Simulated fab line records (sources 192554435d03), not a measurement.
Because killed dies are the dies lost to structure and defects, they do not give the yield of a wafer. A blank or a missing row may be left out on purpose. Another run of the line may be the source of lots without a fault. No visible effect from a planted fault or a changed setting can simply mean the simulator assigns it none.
fab line records	flow n5_finfet
record: lots: 9	wafers: 27	last_day: 18
route steps=1938 shown SD_EPI_N@288 SD_EPI_P@306 SD_ACTIVATION@332 ILD0@340 BEOL_M4@1111 PASSIVATION@1936
lots that met no fault: taken from a fault-free run of the same line
start_h: hours from the record's first day to the start of the lot's first wafer shown	wait_h: hours from the lot's prior step to this one	" repeats the value in the row above	L1.1+2: several wafers, shown together as one row	- either no value or no given start	* or withheld: withheld	< > ~ a bound
route shown NAME@n: names a module that has steps shown in the file, with the first one's number in the route	usual: the fault-free wafers' mean and standard deviation	same: alike in all rows	chamber/n: place in a boat	sites: readings site by site	_std_site: how widely they spread, as a standard deviation	_edge_site: outer sites' mean less inner sites'	radius_mm: for every site, how far away it sits from the centre of the wafer	mask NAME#n: copy n	behind: tool/chamber where the wafer was last shaped	hold: what put the lot on hold/how long, in hours/how the hold closed	device: the n, p or np transistor that did not switch	end of line: tests run on the same wafers once the route is complete	where a step has no rows: the recipe by itself	killed: the dies lost at the first sort to structure and to defects; this is not the yield of the wafer	map: shows each die of a wafer: x if killed, . if not, _ if none is there
set.NAME: the setting the step ran with; set.NAME@STEP: the setting that earlier step ran with	model.NAME: the simulator's own value behind a step, which no gauge read
one table for each step of the route and one row for each wafer, over a sample of lots
services: from which hour (start_h, from the record's first day; less than 0 if before it) a tool's chamber was out of use, for how many hours, and why
== steps ==
step: N5_SD_EPI_N_EPI_21
recipe: material: Si:P	dopant: P	temp_c: 680	pressure_torr: 255	time_s: 690
lot.wafer	tool	chamber	start_h	wait_h
L267.2+3+6	epi_rpcvd-02	0	56.05	0.4
L269.2+4+6	epi_rpcvd-02	0	64.72	0.5
L272.1+3+5	epi_rpcvd-03	0	81.04	0.1
L279.3+4+5	epi_rpcvd-03	0	122.58	0.7
L281.2+3+6	epi_rpcvd-03	0	136.42	0.4
L282.1+4+6	epi_rpcvd-03	0	140.82	0.1
L284.2+3+6	epi_rpcvd-02	0	152.43	0.4
L286.1+3+5	epi_rpcvd-02	0	163.33	0.1
L288.2+4+6	epi_rpcvd-02	0	180.02	0.5
step: N5_SD_EPI_P_DESCUM_14
recipe: chemistry: O2	time_s: 7.9	source_power_w: 50	bias_power_w: 20	pressure_mtorr: 20	rf_frequency_hz: 2.712e+07	temp_c: 40	resist: CAR-ArF-block	o2_flow_sccm: 225
usual: drypump_motor_current_A: 5.8/0.4	oes_product_au: 0.76/0.071	rf_vpp_V: 243.2/1.5	showerhead_plenum_p_Torr: 2.09/0.073	throttle_valve_pct: 20.50/0.22
lot.wafer	tool	chamber	start_h	wait_h	drypump_motor_current_A	oes_product_au	rf_hours_counter_h	rf_vpp_V	showerhead_plenum_p_Torr	throttle_valve_pct
L267.2	rie_diel-03	0	58.53	0.0	5.6	0.73	198	244.7	2.17	20.28
L267.3	"	3	"	"	6.6	0.84	51	241.9	2.05	20.48
L267.6	"	1	"	"	5.9	0.74	-	244.7	2.09	20.37
L269.2	rie_diel-03	2	67.67	0.0	5.2	0.69	236	244.4	2.16	20.70
L269.4	"	0	"	"	5.6	0.73	201	243.5	2.17	20.31
L269.6	"	1	"	"	5.9	0.74	-	242.9	2.09	20.37
L272.1	rie_diel-06	1	84.23	0.5	5.9	0.77	119	241.3	2.01	20.53
L272.3	"	0	"	"	5.5	0.72	182	243.6	2.17	20.90
L272.5	"	1	"	"	5.9	0.78	-	242.2	2.01	20.52
L279.3	rie_diel-03	0	125.34	0.5	5.5	0.72	221	243.6	2.16	20.33
L279.4	"	0	"	"	5.5	0.72	-	245.1	2.17	20.33
L279.5	"	1	"	"	5.9	0.74	-	242.0	2.08	20.40
L281.2	rie_diel-04	0	138.93	0.1	5.8	0.92	16	243.4	2.06	19.96
L281.3	"	3	"	"	5.7	0.88	47	247.2	2.22	20.26
L281.6	"	1	"	"	5.6	0.74	-	244.7	2.19	20.57
L282.1	rie_diel-03	3	143.72	0.2	6.6	0.84	80	244.1	2.04	20.53
L282.4	"	0	"	"	5.6	0.72	227	243.2	2.16	20.33
L282.6	"	1	"	"	5.9	0.73	-	242.8	2.08	20.41
L284.2	rie_diel-03	1	154.93	0.0	5.9	0.73	192	242.7	2.08	20.41
L284.3	"	3	"	"	6.6	0.83	82	241.8	2.04	20.52
L284.6	"	1	"	"	5.9	0.73	-	242.7	2.08	20.40
L286.1	rie_diel-06	1	166.02	0.0	5.9	0.76	142	240.4	2.01	20.55
L286.3	"	2	"	"	5.5	0.76	149	242.6	2.01	20.62
L286.5	"	3	"	"	6.4	0.71	-	241.0	2.00	20.21
L288.2	rie_diel-06	0	183.53	0.2	5.5	0.69	211	243.2	2.16	20.94
L288.4	"	1	"	"	5.9	0.76	147	241.2	2.00	20.58
L288.6	"	0	"	"	5.5	0.69	-	244.1	2.16	20.94
step: N5_SD_ACTIVATION_RS_MEAS_03
recipe: thk_meas_gauge: four-point-probe
usual: RS_SD_N: 21.9/0.32	RS_SD_P: 56.2/0.95
lot.wafer	tool	chamber	start_h	wait_h	RS_SD_N[ohm/sq]	RS_SD_P[ohm/sq]
L267.2	film_metro-01	-	63.65	0.2	21.7	56.3
L267.3	"	-	"	"	21.5	56.5
L267.6	"	-	"	"	21.5	56.9
L269.2	film_metro-02	-	71.91	0.2	21.8	56.5
L269.4	"	-	"	"	21.8	56.8
L269.6	"	-	"	"	21.7	56.4
L272.1	film_metro-02	-	88.39	0.2	22.1	55.7
L272.3	"	-	"	"	21.7	56.1
L272.5	"	-	"	"	22.0	54.8
L279.3	film_metro-02	-	129.54	0.2	22.1	56.2
L279.4	"	-	"	"	22.5	55.5
L279.5	"	-	"	"	22.1	55.4
L281.2	film_metro-01	-	143.12	0.2	20.6	56.2
L281.3	"	-	"	"	20.8	56.4
L281.6	"	-	"	"	20.7	56.1
L282.1	film_metro-01	-	147.90	0.2	20.4	56.6
L282.4	"	-	"	"	20.6	57.0
L282.6	"	-	"	"	20.8	56.8
L284.2	film_metro-01	-	159.40	0.2	22.2	56.0
L284.3	"	-	"	"	21.8	55.6
L284.6	"	-	"	"	21.8	54.3
L286.1	film_metro-01	-	170.26	0.2	21.9	54.8
L286.3	"	-	"	"	21.6	55.6
L286.5	"	-	"	"	22.1	55.4
L288.2	film_metro-02	-	192.45	0.2	21.7	55.7
L288.4	"	-	"	"	22.1	54.8
L288.6	"	-	"	"	22.3	55.1
step: N5_ILD0_CMP_07
recipe: stop_on: poly-Si	material: SiO2_flowable	t_overpolish_s: 1.18	post_cmp_clean: alkaline_brush	down_force_psi: 4.1491	platen_rpm: 51.796	pad_velocity_m_s: 1.0306	target_thk_nm: 138.88
usual: motor_current_A: 12.5/1.4
lot.wafer	tool	chamber	start_h	wait_h	motor_current_A
L267.3	cmp-04	1	66.69	0.0	14.2
L267.2	"	0	"	"	9.4
L267.6	"	2	"	"	10.6
L269.4	cmp-03	1	75.16	0.1	12.5
L269.2	"	2	"	"	11.7
L269.6	"	3	"	"	12.3
L272.3	cmp-04	1	91.61	0.1	13.7
L272.1	"	3	"	"	9.7
L272.5	"	0	"	"	9.1
L279.3	cmp-02	1	132.65	0.1	14.2
L279.4	"	3	"	"	13.0
L279.5	"	0	"	"	13.3
L281.2	cmp-03	3	146.31	0.1	13.0
L281.3	"	0	"	"	13.5
L281.6	"	2	"	"	11.8
L282.1	cmp-03	3	150.99	0.1	12.6
L282.4	"	0	"	"	13.7
L282.6	"	3	"	"	13.1
L284.3	cmp-02	1	162.44	0.0	14.4
L284.2	"	0	"	"	13.3
L284.6	"	2	"	"	13.1
L286.3	cmp-02	1	173.96	0.1	14.3
L286.1	"	2	"	"	12.4
L286.5	"	3	"	"	13.5
L288.4	cmp-03	1	195.50	0.0	12.0
L288.2	"	3	"	"	12.9
L288.6	"	2	"	"	12.4
step: N5_ILD0_THK_MEAS_08
usual: thk_nm: 139.1/0.98
lot.wafer	tool	chamber	start_h	wait_h	thk_nm
L267.2	film_metro-02	-	66.98	-	138.9
L267.3	"	-	"	"	139.7
L267.6	"	-	"	"	138.7
L269.2	film_metro-01	-	75.38	-	138.6
L269.4	"	-	"	"	137.9
L269.6	"	-	"	"	138.7
L272.1	film_metro-01	-	91.86	-	139.7
L272.3	"	-	"	"	139.5
L272.5	"	-	"	"	139.7
L279.3	film_metro-01	-	132.91	-	140.0
L279.4	"	-	"	"	141.0
L279.5	"	-	"	"	140.0
L281.2	film_metro-02	-	146.53	-	138.2
L281.3	"	-	"	"	138.1
L281.6	"	-	"	"	137.7
L282.1	film_metro-01	-	151.25	-	140.0
L282.4	"	-	"	"	138.3
L282.6	"	-	"	"	139.3
L284.2	film_metro-02	-	162.73	-	139.8
L284.3	"	-	"	"	138.7
L284.6	"	-	"	"	139.6
L286.1	film_metro-02	-	174.18	-	139.4
L286.3	"	-	"	"	138.9
L286.5	"	-	"	"	140.7
L288.2	film_metro-01	-	195.79	-	138.6
L288.4	"	-	"	"	140.2
L288.6	"	-	"	"	138.4
step: N5_BEOL_M4_RC_MEAS_101
usual: DIBL_N: 35.8/1.4	DIBL_P: 35.8/1.6	IOFF_N: 0.152/0.021	IOFF_P: 0.204/0.027	ION_N: 672/8.7	ION_P: 461/6.2	RC_DENSE_N: 18.97/0.3	RC_N: 15.45/0.23	REXT_N: 74.9/1.5	RS_SD_N: 28.4/0.44	SS_N: 71.5/0.54	SS_P: 73.1/0.57	VT_N: 250.0/2.5	VT_P: -250.6/2.7
lot.wafer	tool	chamber	start_h	wait_h	DIBL_N[mV/V]	DIBL_P[mV/V]	IOFF_N[nA/um]	IOFF_P[nA/um]	ION_N[uA/um]	ION_P[uA/um]	RC_DENSE_N[ohm.um]	RC_N[ohm.um]	REXT_N[ohm.um]	RS_SD_N[ohm/sq]	SS_N[mV/dec]	SS_P[mV/dec]	VT_N[mV]	VT_P[mV]
L267.2	prober-01	0	184.26	0.2	35.2	35.6	0.168	0.230	678	466	18.90	15.44	74.9	28.1	71.2	72.4	247.5	-248.2
L267.3	"	0	"	"	33.2	33.7	0.141	0.197	680	463	19.16	15.46	75.3	27.6	70.2	72.3	251.0	-248.5
L267.6	"	0	"	"	34.6	34.7	0.152	0.206	673	463	18.63	15.19	75.2	28.0	71.4	73.0	249.4	-247.2
L269.2	prober-02	0	191.94	0.2	34.7	34.2	0.138	0.192	671	461	18.97	15.30	74.5	27.8	71.9	73.5	247.8	-249.0
L269.4	"	0	"	"	35.5	35.7	0.151	0.212	678	464	18.56	15.17	75.1	27.9	71.5	73.1	248.7	-249.7
L269.6	"	0	"	"	35.3	34.9	0.144	0.207	673	460	19.08	15.32	75.6	28.0	71.2	73.0	247.1	-249.5
L272.1	prober-01	0	207.49	0.0	36.1	38.4	0.167	0.224	683	465	18.74	15.42	75.4	28.6	71.4	73.3	250.7	-252.5
L272.3	"	0	"	"	35.1	36.2	0.140	0.187	663	452	19.03	15.43	75.7	28.1	71.5	72.1	252.5	-252.6
L272.5	"	0	"	"	35.7	37.7	0.160	0.219	672	467	18.87	15.47	75.1	28.2	71.5	72.7	250.2	-250.2
L279.3	prober-01	0	241.49	0.3	36.2	36.1	0.148	0.185	660	450	19.25	15.52	74.6	28.8	71.7	73.4	250.4	-254.4
L279.4	"	0	"	"	35.8	35.8	0.143	0.178	672	460	18.83	15.39	75.2	28.8	71.3	73.4	250.5	-254.1
L279.5	"	0	"	"	35.5	34.8	0.141	0.175	667	459	19.19	15.48	74.2	28.5	71.3	73.7	252.3	-250.3
L281.2	prober-02	0	266.38	0.2	36.1	35.6	0.160	0.187	683	458	17.90	14.63	71.0	26.9	72.0	72.2	247.8	-250.8
L281.3	"	0	"	"	38.2	38.5	0.191	0.233	677	461	18.42	14.89	71.7	27.1	72.2	73.4	246.7	-249.8
L281.6	"	0	"	"	36.6	36.8	0.180	0.212	684	464	18.21	14.71	70.8	26.9	71.6	73.0	244.0	-251.7
L282.1	prober-01	0	269.51	0.0	40.0	36.3	0.214	0.204	687	459	18.07	14.79	68.0	26.7	72.5	73.7	244.3	-250.7
L282.4	"	0	"	"	40.1	37.7	0.223	0.214	693	462	18.02	14.49	69.0	26.9	72.0	73.7	243.5	-251.5
L282.6	"	0	"	"	39.9	36.6	0.221	0.213	692	456	17.95	14.70	69.3	27.0	72.7	74.0	244.6	-249.0
L284.2	prober-02	0	274.72	0.2	36.3	33.7	0.125	0.179	666	450	19.61	15.83	74.1	28.8	71.3	72.8	251.2	-251.7
L284.3	"	0	"	"	36.6	34.8	0.138	0.205	664	463	18.93	15.41	73.0	28.3	70.9	73.0	248.9	-248.7
L284.6	"	0	"	"	37.8	36.4	0.153	0.223	669	467	19.41	15.90	73.9	28.4	71.6	72.8	249.4	-248.9
L286.1	prober-02	0	302.21	0.0	34.4	32.6	0.107	0.163	665	465	19.12	15.55	78.6	28.1	71.2	72.1	252.2	-253.7
L286.3	"	0	"	"	37.6	37.1	0.159	0.227	670	465	18.65	15.23	77.9	28.3	71.1	73.9	249.6	-247.9
L286.5	"	0	"	"	36.8	35.8	0.135	0.200	660	457	19.06	15.52	78.9	28.8	72.2	73.2	253.0	-249.8
L288.2	prober-01	0	308.32	0.2	37.1	36.6	0.175	0.236	681	469	19.08	15.63	73.8	27.9	71.5	73.4	250.5	-247.9
L288.4	"	0	"	"	37.5	37.4	0.194	0.260	680	468	18.98	15.64	74.5	29.0	71.4	74.0	246.3	-245.3
L288.6	"	0	"	"	37.0	37.1	0.192	0.255	692	478	19.13	15.47	74.8	28.8	70.6	73.7	244.7	-246.4
step: N5_PASSIVATION_PROBE_49
usual: defect_limited_yield: 91.6/1.4	killed_at_M0_to_M3: 33/9.7	killed_at_M4_up: 13/5.4	killed_at_contacts: 13/6.6	killed_at_front_end: 36/11	killed_at_other: 3.9/3	killed_dies: 99/16	killed_open: 66/12	killed_short: 32/7.9	sort_bin_5_function: 4.9/0.9	sort_bin_6_memory: 3.2/0.67	sort_n_pass: 1081/16	sort_yield_pct: 91.6/1.4
same: gross_dies: 1180	killed_at_back_side: 0	sort_bin_4_leakage[%]: 0	sort_bin_8_speed[%]: 0
lot.wafer	tool	chamber	start_h	wait_h	defect_limited_yield[%]	killed_at_M0_to_M3	killed_at_M4_up	killed_at_contacts	killed_at_front_end	killed_at_other	killed_dies	killed_open	killed_short	sort_bin_5_function[%]	sort_bin_6_memory[%]	sort_n_pass	sort_yield_pct[%]
L279.3	prober-01	-	339.32	0.1	91.6	22	11	10	43	13	99	70	29	4.6	3.6	1081	91.6
L279.4	prober-01	-	339.37	0.2	90.4	33	7	7	63	3	113	87	26	5.7	3.7	1067	90.4
L279.5	prober-01	-	339.42	0.2	92.2	34	8	1	40	9	92	58	34	4.4	3.1	1088	92.2
killed by level:class
L279.3 STI_FIN_REVEAL:geometric_particle:open=9 MOL_CONTACT_COAG:geometric_particle:open=9 BEOL_M2:geometric_particle:open=8 DUMMY_GATE:geometric_particle:open=7 GATE_CUT:geometric_particle:short=7 PASS1_CAP:geometric_particle:open=6 FIN_SAQP:geometric_particle:open=4 SPACER0:geometric_particle:open=4
L279.4 STI_FIN_REVEAL:geometric_particle:open=29 BEOL_M2:geometric_particle:open=9 MOL_CONTACT_COAG:geometric_particle:open=7 BEOL_M0_SAQP:geometric_particle:open=6 BEOL_M1:geometric_particle:open=6 STARTING-WAFER:geometric_particle:open=6 STI_FIN_REVEAL:geometric_particle:short=5 BEOL_M0_SAQP:geometric_particle:short=5
L279.5 BEOL_M0_SAQP:geometric_particle:open=8 BEOL_M2:geometric_particle:open=8 FIN_SAQP:geometric_particle:open=7 BEOL_M0_SAQP:geometric_particle:short=7 SPACER0:geometric_particle:short=5 FIN_SAQP:geometric_particle:short=4 STI_FIN_REVEAL:geometric_particle:open=4 DUMMY_GATE:geometric_particle:open=4
== services ==
tool	chamber	start_h	hours	kind
rie_diel-04	2	41.24	12.5	repair
rie_diel-04	0	41.40	4.8	repair
cmp-02	-	45.71	5.4	repair
rie_diel-03	3	48.95	1.9	repair
cmp-04	-	51.84	3.5	pm
cmp-02	-	57.19	4.3	repair
cmp-04	-	60.83	4.0	pm
epi_rpcvd-02	-	74.05	0.7	repair
rie_diel-03	-	76.80	0.4	repair
epi_rpcvd-02	-	86.12	1.5	repair
rie_diel-06	-	106.40	2.8	pm
rie_diel-04	3	108.80	7.5	repair
cmp-04	-	110.05	3.5	repair
rie_diel-03	2	112.96	-	clean
rie_diel-03	2	112.96	-	consumable_replace:focus_ring
rie_diel-03	2	112.96	21.8	scheduled_down
rie_diel-03	2	112.96	21.8	vent_cycle
cmp-03	-	114.02	4.0	pm
cmp-03	-	118.02	-	consumable_replace:conditioner
epi_rpcvd-02	-	119.59	0.6	repair
cmp-02	-	123.99	7.3	pm
cmp-03	-	129.11	5.0	pm
rie_diel-04	1	146.38	8.4	repair
rie_diel-04	3	195.40	5.2	repair
== key ==
first_sign: step: N5_SD_ACTIVATION_RS_MEAS_03	reading: RS_SD_N	direction: down	sigmas: 4.1	usual: 21.9	struck: 20.6
effect: step: N5_BEOL_M4_RC_MEAS_101	reading: RS_SD_N	direction: down	sigmas: 3.4	usual: 28.4	struck: 26.9
effect: step: N5_BEOL_M4_RC_MEAS_101	reading: REXT_N	direction: down	sigmas: 3.3	usual: 74.9	struck: 70.0
effect: step: N5_BEOL_M4_RC_MEAS_101	reading: RC_N	direction: down	sigmas: 3.3	usual: 15.45	struck: 14.70
effect: step: N5_BEOL_M4_RC_MEAS_101	reading: RC_DENSE_N	direction: down	sigmas: 2.9	usual: 18.97	struck: 18.10
effect: step: N5_BEOL_M4_RC_MEAS_101	reading: IOFF_N	direction: up	sigmas: 2.1	usual: 0.152	struck: 0.198
effect: step: N5_BEOL_M4_RC_MEAS_101	reading: VT_N	direction: down	sigmas: 2	usual: 250.0	struck: 245.2
effect: step: N5_BEOL_M4_RC_MEAS_101	reading: DIBL_N	direction: up	sigmas: 1.9	usual: 35.8	struck: 38.5
effect: step: N5_BEOL_M4_RC_MEAS_101	reading: ION_N	direction: up	sigmas: 1.6	usual: 672	struck: 686
met_at N5_SD_EPI_N_EPI_21
struck_lots L281,L282
not_acting_at N5_SD_EPI_P_DESCUM_14,N5_ILD0_CMP_07,N5_ILD0_THK_MEAS_08
onset_between 122.58 136.42
fault: kind: process_parameter_drift	tool: epi_rpcvd-03	chamber: -	onset_h: 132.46	steps: N5_SD_EPI_N_EPI_21	channel: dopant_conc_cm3	offset: 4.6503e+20	shape: step	end_h: 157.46	acts_in: these_recipes_only	stated: 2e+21
